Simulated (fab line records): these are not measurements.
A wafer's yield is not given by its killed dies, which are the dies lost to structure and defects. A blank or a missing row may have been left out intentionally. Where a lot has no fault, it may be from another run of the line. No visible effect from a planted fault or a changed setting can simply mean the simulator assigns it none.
A lot that was struck, set against a sound lot -- flow n5Finfet -- 41 steps out of a route of 1938
Sound: these wafers, L972.1, L972.2, L972.3. Struck: wafer L990.2 (left out: L990.3, L990.4 of the same lot, which were not struck); the cause appears at the end.
Per side, at each step with rows, come the tool, then ch with its chambers, and then its first start. Under that, the readings that differ: sound wafers -- struck wafers -- difference of the means -- sigmas: that difference in standard deviations of wafers without a fault.
alike: same words and numbers on both sides, and readings whose means sit less than 2 such deviations apart. not compared: any withheld reading, any reading some wafer has no value for, any bound like >300 that may hide the same value, and any number with overlapping values for which the record gives no deviation.
The two part at a step that has a row with sigmas, a row that says differs or no value, or rows on one side only. When numbers do not overlap yet have no deviation, they are printed without sigmas and do not part them. A reading missing from all wafers of one side parts the sides only when that side holds two or more wafers.

first, 1 step without rows for these wafers: N5_BEOL_M1_STRIP_97 (strips in N2/H2, time 10 s).
N5_BEOL_M1_OCD_MEAS_38:
  sound on ocd-01 at day 6 23:59; struck on ocd-01 at day 11 06:57
  alike: trenchDepthNm
then, 4 steps without rows for these wafers: N5_BEOL_M1_HM_STRIP_39 (strips TiN in peroxide tin strip, target depth 25 nm, time 158 s); N5_BEOL_M1_SRD_40 (time 30 s); N5_BEOL_M1_PRECLEAN_42 (cleans in residue remover, time 60 s); N5_BEOL_M1_SRD_43 (time 30 s).
N5_BEOL_M1_CD_MEAS_35: target cd 18 nm, target cd y 21 nm.
  sound on cdSem-02 at day 7 00:08; struck on cdSem-03 at day 11 07:07
  alike: cdNm
then, 3 steps without rows for these wafers: N5_BEOL_M1_DEGAS_44 (time 60 s); N5_BEOL_M1_PRE_CLEAN_45 (time 30 s); N5_BEOL_M1_ALD_84 (deposits TaN, pulse time 2 s, purge time 3 s, co reactant purge time 2 s).
N5_BEOL_M1_SURFACE_TREAT_85:
  sound on pvdSputter-02 at day 7 00:58; struck on pvdSputter-02 at day 11 08:23
  not compared: throttleValvePct
then, 1 step without rows for these wafers: N5_BEOL_M1_CVD_47 (deposits Co from CCTBA/H2, target thk 3 nm, time 223.8 s).
N5_BEOL_M1_SPUTTER_48: material Cu, target thk 4.5 nm, time 8.29 s.
  sound on pvdSputter-02 at day 7 01:14; struck on pvdSputter-02 at day 11 08:36
  alike: throttleValvePct
N5_BEOL_M1_ANNEAL_49: time 240 s.
  sound on pvdSputter-02 at day 7 01:19; struck on pvdSputter-02 at day 11 08:41
  alike: heaterPowerW
then, 5 steps without rows for these wafers: N5_BEOL_M1_SPUTTER_79 (material Cu, target thk 4.5 nm, time 8.29 s); N5_BEOL_M1_ANNEAL_80 (time 240 s); N5_BEOL_M1_SPUTTER_81 (material Cu, target thk 4.5 nm, time 8.29 s); N5_BEOL_M1_ANNEAL_82 (time 240 s); N5_BEOL_M1_SPUTTER_86 (material Cu, target thk 4.5 nm, time 8.29 s).
N5_BEOL_M1_ANNEAL_87: time 240 s.
  sound on pvdSputter-02 at day 7 01:59; struck on pvdSputter-02 at day 11 09:20
  alike: heaterPowerW
then, 1 step without rows for these wafers: N5_BEOL_M1_SPUTTER_88 (material Cu, target thk 4.5 nm, time 8.29 s).
N5_BEOL_M1_ANNEAL_89: time 240 s.
  sound on pvdSputter-02 at day 7 02:12; struck on pvdSputter-02 at day 11 09:34
  alike: heaterPowerW
then, 3 steps without rows for these wafers: N5_BEOL_M1_SPUTTER_90 (material Cu, target thk 4.5 nm, time 8.29 s); N5_BEOL_M1_ANNEAL_91 (time 240 s); N5_BEOL_M1_SPUTTER_92 (material Cu, target thk 4.5 nm, time 8.29 s).
N5_BEOL_M1_ANNEAL_93: time 240 s.
  sound on pvdSputter-02 at day 7 02:38; struck on pvdSputter-02 at day 11 10:00
  alike: heaterPowerW
then, 10 steps without rows for these wafers: N5_BEOL_M1_SPUTTER_94 (material Cu, target thk 4.5 nm, time 8.29 s); N5_BEOL_M1_ANNEAL_95 (time 240 s); N5_BEOL_M1_SPUTTER_96 (material Cu, target thk 4.5 nm, time 8.29 s); N5_BEOL_M1_ECD_50 (material Cu, target thk 300 nm); N5_BEOL_M1_ANNEAL_51 (time 90 s); N5_BEOL_M1_CMP_52 (polishes, stops on SiOC, t overpolish 6.8 s, target thk 40 nm); N5_BEOL_M1_PRE_CLEAN_60 (time 15 s); N5_BEOL_M1_CO_CAP_55 (material Co, precursor CCTBA/H2, target thk 2 nm, time 102.1 s); N5_BEOL_M1_PRE_CLEAN_56 (time 15 s); N5_BEOL_M1_DEP_57 (deposits SiCN from 3MS/NH3, target thk 8 nm, time 14 s).
N5_BEOL_M1_RS_MEAS_58: a four-point-probe measurement.
  sound on filmMetro-01 at day 7 05:25; struck on filmMetro-02 at day 11 11:25
  alike: M1_RS
then, 1 step without rows for these wafers: N5_BEOL_M2_ILD_DEP_00 (deposits SiOC from DEMS/O2, target thk 79 nm, time 15.3 s).
N5_BEOL_M2_THK_MEAS_01:
  sound on filmMetro-02 at day 7 05:32; struck on filmMetro-02 at day 11 11:33
  alike: M2_ILD_THK
then, 1 step without rows for these wafers: N5_BEOL_M2_PECVD_72 (deposits SiO2 from TEOS/O2, target thk 16 nm, time 18 s).
-- here the record skips 6 days between the struck wafers' starts before and after, leaving off in module BEOL_M2 and picking up in module PASSIVATION (first step shown: number 1936 of the route) --
N5_PASSIVATION_PROBE_49:
  only the struck wafers here have rows in the record (prober-02, day 17 22:49); the sound ones have none

== WHERE THEY PART ==
At N5_PASSIVATION_PROBE_49 and nowhere else, as far as this record goes.

WHY: what the simulator had put in
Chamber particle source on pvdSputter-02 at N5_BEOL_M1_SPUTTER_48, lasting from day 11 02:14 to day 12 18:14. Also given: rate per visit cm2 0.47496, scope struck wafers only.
